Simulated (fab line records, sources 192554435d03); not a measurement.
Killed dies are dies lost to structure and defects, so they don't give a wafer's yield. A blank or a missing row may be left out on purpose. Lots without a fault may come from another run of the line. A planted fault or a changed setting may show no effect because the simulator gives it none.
Split-lot experiment | flow n5_finfet | 7 lots, 21 wafers read, on a route of 1938 steps

THE SPLIT
At N5_BEOL_M10_TRENCH_ETCH_37 (etches SiCOH lowk in C4F6/O2, target depth 148.83 nm, time 48 s), the setting source_w was moved away from the recipe's 345 W on 6 of the 21 wafers read, by -17.4% to +15.0%. The other wafers ran this setting at the recipe's value.

FROM THE SPLIT TO THE READING: what the file shows between them, 10 steps
- N5_BEOL_M10_ETCH_41: etches SiCN in CH3F/O2, target depth 42.6 nm, time 86 s
- N5_BEOL_M10_STRIP_77: strips in N2/H2, time 10 s
- N5_BEOL_M10_OCD_MEAS_38
- N5_BEOL_M10_HM_STRIP_39: strips TiN in peroxide tin strip, target depth 25 nm, time 158 s
- N5_BEOL_M10_SRD_40: time 30 s
- N5_BEOL_M10_ECD_50: material Cu, target thk 318 nm
- N5_BEOL_M10_ANNEAL_51: time 90 s
- N5_BEOL_M10_CMP_52: polishes, stops on SiCOH lowk, t overpolish 7 s, target thk 140 nm
- N5_BEOL_M10_PRE_CLEAN_55: time 15 s
- N5_BEOL_M10_DEP_56: deposits SiCN from 3MS/NH3, target thk 15 nm, time 26.5 s

THE READING
M10_RS, in ohm/sq, at N5_BEOL_M10_RS_MEAS_57 (measures by four-point-probe). Fault-free wafers of this fab line usually give 0.1506 ohm/sq, standard deviation 0.0025 ohm/sq.

wafer  | tool, chamber at the split | source_w as run, W | against the recipe | M10_RS, ohm/sq | against lot-mates on the recipe
L076.1 | rie_diel-06, 3             | 396.8              | +15.0%             | 0.1457         | -0.0038
L076.5 | rie_diel-06, 1             | 396.8              | +15.0%             | 0.1457         | -0.0038
L076.6 | rie_diel-06, 2             | 345                | recipe             | 0.1495         | -
L080.4 | rie_diel-01, 2             | 385.1              | +11.6%             | 0.1432         | -0.0041
L080.5 | rie_diel-01, 3             | 345                | recipe             | 0.1476         | -
L080.6 | rie_diel-01, 0             | 345                | recipe             | 0.1470         | -
L082.3 | rie_diel-06, 1             | 345                | recipe             | 0.1536         | -
L082.4 | rie_diel-06, 3             | 284.8              | -17.4%             | 0.1666         | +0.0144
L082.6 | rie_diel-06, 3             | 345                | recipe             | 0.1507         | -
L083.3 | rie_diel-01, 3             | 345                | recipe             | 0.1509         | -
L083.4 | rie_diel-01, 0             | 345                | recipe             | 0.1484         | -
L083.5 | rie_diel-01, 0             | 363.1              | +5.2%              | 0.1461         | -0.0035
L084.1 | rie_diel-02, 1             | 345                | recipe             | 0.1489         | -
L084.3 | rie_diel-02, 0             | 345                | recipe             | 0.1501         | -
L084.6 | rie_diel-02, 0             | 345                | recipe             | 0.1499         | -
L085.1 | rie_diel-06, 2             | 345                | recipe             | 0.1479         | -
L085.3 | rie_diel-06, 1             | 345                | recipe             | 0.1508         | -
L085.6 | rie_diel-06, 3             | 345                | recipe             | 0.1480         | -
L096.3 | rie_diel-02, 2             | 367.3              | +6.5%              | 0.1454         | -0.0053
L096.5 | rie_diel-02, 2             | 345                | recipe             | 0.1499         | -
L096.6 | rie_diel-02, 0             | 345                | recipe             | 0.1514         | -

THE FIT
A straight line over all 21 wafers: M10_RS changes by -0.000586 ohm/sq for each +1% of source_w; r = -0.85; the points scatter about the line by 0.0025 ohm/sq.
The same after taking each lot's own level away (the mean of its wafers on the recipe; 21 wafers): -0.000508 ohm/sq for each +1%; r = -0.87; scatter 0.002 ohm/sq.
On that fit, the largest move of source_w shifts the reading by 0.0089 ohm/sq.
The lots' own levels span 0.14730 to 0.15215 ohm/sq, that is 1.9 times the standard deviation above.
So the lot-to-lot level changes the slope: the two fits differ.
Check: with one of the wafers moved furthest among these (-17.4%) left out of the fit, the line predicts +0.00524 ohm/sq for it against its lot-mates. It came out at +0.0144 ohm/sq against them.
Tool readings at the split's step, against how far the setting was moved: rf_vpp_V r = -0.98.

OTHER SPLITS ON THESE WAFERS
These wafers also went through other splits before the reading. Each is held against what the fit with the lots' levels taken away leaves over:
other split on the same wafers   | wafers away from the commonest value | r with M10_RS (lot level and that fit taken away)
N5_BEOL_M8_DESCUM_33 time_s      | 5                                    | -0.01
N5_BEOL_M8_TRENCH_ETCH_37 time_s | 11                                   | -0.11
N5_BEOL_M9_ETCH_62 source_w      | 8                                    | +0.28
N5_BEOL_M9_COAT_75 spin_rpm      | 8                                    | +0.12

THE WHOLE CHAIN: every reading that the file lists as answering this split, in the file's order
step                       | what it does                                                       | reading                                                                       | change (the file's fit)               | r (the file's)
N5_BEOL_M10_TRENCH_ETCH_37 | etches SiCOH lowk in C4F6/O2, target depth 148.83 nm, time 48 s    | rf_vpp_V                                                                      | -3.51 V for each +1% of the setting   | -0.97
N5_BEOL_M10_TRENCH_ETCH_37 | etches SiCOH lowk in C4F6/O2, target depth 148.83 nm, time 48 s    | etch.depth_nm (the simulator's own value, which no gauge read)                | +0.434 nm for each +1% of the setting | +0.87
N5_BEOL_M10_TRENCH_ETCH_37 | etches SiCOH lowk in C4F6/O2, target depth 148.83 nm, time 48 s    | BEOL_M10.feature_depth_nm (the simulator's own value, which no gauge read)    | +0.434 nm for each +1% of the setting | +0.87
N5_BEOL_M10_OCD_MEAS_38    |                                                                    | trench_depth_nm                                                               | +0.427 nm for each +1% of the setting | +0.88
N5_BEOL_M10_CMP_52         | polishes, stops on SiCOH lowk, t overpolish 7 s, target thk 140 nm | Cu_of_BEOL_M10_ECD_50.thk_nm (the simulator's own value, which no gauge read) | +0.45 nm for each +1% of the setting  | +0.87
N5_BEOL_M10_RS_MEAS_57     | measures by four-point-probe                                       | M10_RS                                                                        | -0.000558 for each +1% of the setting | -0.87

THE FILE'S OWN FIT
M10_RS changes by -0.000558 ohm/sq for each +1% of source_w, r = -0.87.
